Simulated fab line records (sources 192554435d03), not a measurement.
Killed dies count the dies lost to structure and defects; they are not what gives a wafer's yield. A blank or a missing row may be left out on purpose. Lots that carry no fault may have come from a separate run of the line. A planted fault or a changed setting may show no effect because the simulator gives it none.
A struck lot beside a sound one :: flow n5Finfet :: 16 steps out of a route of 1938
Sound: these wafers, L117.4, L117.5, L117.6. Struck: wafer L123.5. (L123.4 of the same lot was not struck and is left out.) The cause comes at the end.
Per side, at each step with rows, come the tool, then ch with its chambers, and then its first start. Under that, the readings that differ: sound wafers :: struck wafers :: difference of the means :: sigmas: that difference in standard deviations of wafers without a fault.
alike: readings whose means differ by less than 2 such deviations, and words and numbers that are the same on both sides. not compared: withheld readings, readings that some wafer has no value for, bounds like >300 that may hide the same value, and numbers for which the record gives no deviation and whose values overlap.
A row with sigmas, a row that says differs or no value, or rows on one side alone: a step with any of these is where the two part. Numbers that have no deviation but don't overlap get no sigmas and don't part them. Lack of a reading on every wafer of one side parts them only where that side has two or more wafers.

first, 7 steps without rows for these wafers: N5_BEOL_M3_COAT_76 (time 60 s, resist thk 5 nm); N5_BEOL_M3_COAT_22 (resist thk 30 nm); N5_BEOL_M3_EBR_24; N5_BEOL_M3_SOFTBAKE_23 (time 60 s); N5_BEOL_M3_EXPOSE_25 (exposes mask V2, defocus 5 nm); N5_BEOL_M3_PEB_26 (peb time 60 s); N5_BEOL_M3_DEVELOP_27 (develop time 30 s).
N5_BEOL_M3_CD_MEAS_28: target cd 25.7 nm, target cd y 23.3 nm.
  sound on cdSem-03 ch 0, day 9 10:47; struck on cdSem-02 ch 0, day 10 15:19
  alike: cdNm
N5_BEOL_M3_OVL_MEAS_29:
  sound on overlay-01 ch 0, day 9 10:50; struck on overlay-02 ch 0, day 10 15:22
  alike: V2_OVL
N5_BEOL_M3_INSPECT_30: inspects for defects (brightfield).
  sound: defectInspect-02 at day 9 10:53; struck: defectInspect-02 at day 10 15:25
  alike: rawDefectCount
N5_BEOL_M3_DESCUM_33: chemistry O2, time 7 s.
  sound on rieDiel-01 ch 0,1,3, day 9 11:01; struck on rieDiel-01 ch 3, day 10 15:26
reading: chamberPressureMTorr (mTorr)
sound: 19.982 19.983 19.978
struck: 20.022
difference: +0.041
sigmas: +2
  alike: drypumpMotorCurrentA, oesProductAu, rfVppV, showerheadPlenumPTorr, tempC, throttleValvePct
  not compared: rfHoursCounterH
N5_BEOL_M3_ETCH_77: etches underlayer in N2/H2, target depth 6.5 nm, time 5.2 s.
  sound on rieDiel-01 ch 0,1,3, day 9 11:02; struck on rieDiel-01 ch 3, day 10 15:28
  alike: biasW, chamberPressureMTorr, drypumpMotorCurrentA, etchRfOnTimeS, oesProductAu, rfVppV, showerheadPlenumPTorr, throttleValvePct
  not compared: rfHoursCounterH
N5_BEOL_M3_ETCH_69: etches SiARC in CF4, target depth 15.6 nm, time 26 s.
  sound on rieDiel-01 ch 0,1,3, day 9 11:04; struck on rieDiel-01 ch 3, day 10 15:29
reading: etchRfOnTimeS (s)
sound: 26.0 25.8 26.6
struck: 19.8
difference: -6.3
sigmas: -11
  alike: biasW, chamberPressureMTorr, drypumpMotorCurrentA, oesProductAu, rfVppV, showerheadPlenumPTorr, throttleValvePct
  not compared: rfHoursCounterH
N5_BEOL_M3_ALD_98: deposits SiO2, target thk 2.5 nm, pulse time 1 s, co reactant pulse time 1 s.
  sound on aldSin-04 ch 0,1, day 9 11:08; struck on aldSin-01 ch 2, day 10 15:34
reading: heaterPowerW (W)
sound: 68 68 90
struck: 94
difference: +19
sigmas: +2
  alike: precursorPulseHeightRel, susceptorTempC
N5_BEOL_M4_RC_MEAS_101:
  sound on prober-02 ch 0, day 10 04:04; struck on prober-01 ch 0, day 11 13:05
reading: IOFF_N (nA/um)
sound: 0.17 0.18 0.26
struck: 0.14
difference: -0.06
sigmas: -2

reading: SS_P (mV/dec)
sound: 73.8 73.8 74.5
struck: 72.6
difference: -1.4
sigmas: -2
  alike: DIBL_N, DIBL_P, IOFF_P, ION_N, ION_P, SS_N, VT_N, VT_P
-- here the record skips 4 days between the struck wafers' starts before and after, leaving off in module BEOL_M4 and picking up in module PASSIVATION (first step shown: number 1936 of the route) --
N5_PASSIVATION_PROBE_49:
  sound: prober-01 at day 14 18:09; struck: prober-01 at day 15 20:48
  alike: defectLimitedYield, killed_at_M0_to_M3, killed_at_M4_up, killedAtContacts, killedAtFrontEnd, killedAtOther, killedDies, killedOpen, killedShort, sort_bin_5_function, sort_bin_6_memory, sortNPass, sortYieldPct

WHERE THEY PART
Earliest at N5_BEOL_M3_DESCUM_33; latest, in this record, at N5_BEOL_M4_RC_MEAS_101. Later steps at which nothing parts them and some readings are alike: N5_PASSIVATION_PROBE_49.

WHY: the cause the simulator had injected
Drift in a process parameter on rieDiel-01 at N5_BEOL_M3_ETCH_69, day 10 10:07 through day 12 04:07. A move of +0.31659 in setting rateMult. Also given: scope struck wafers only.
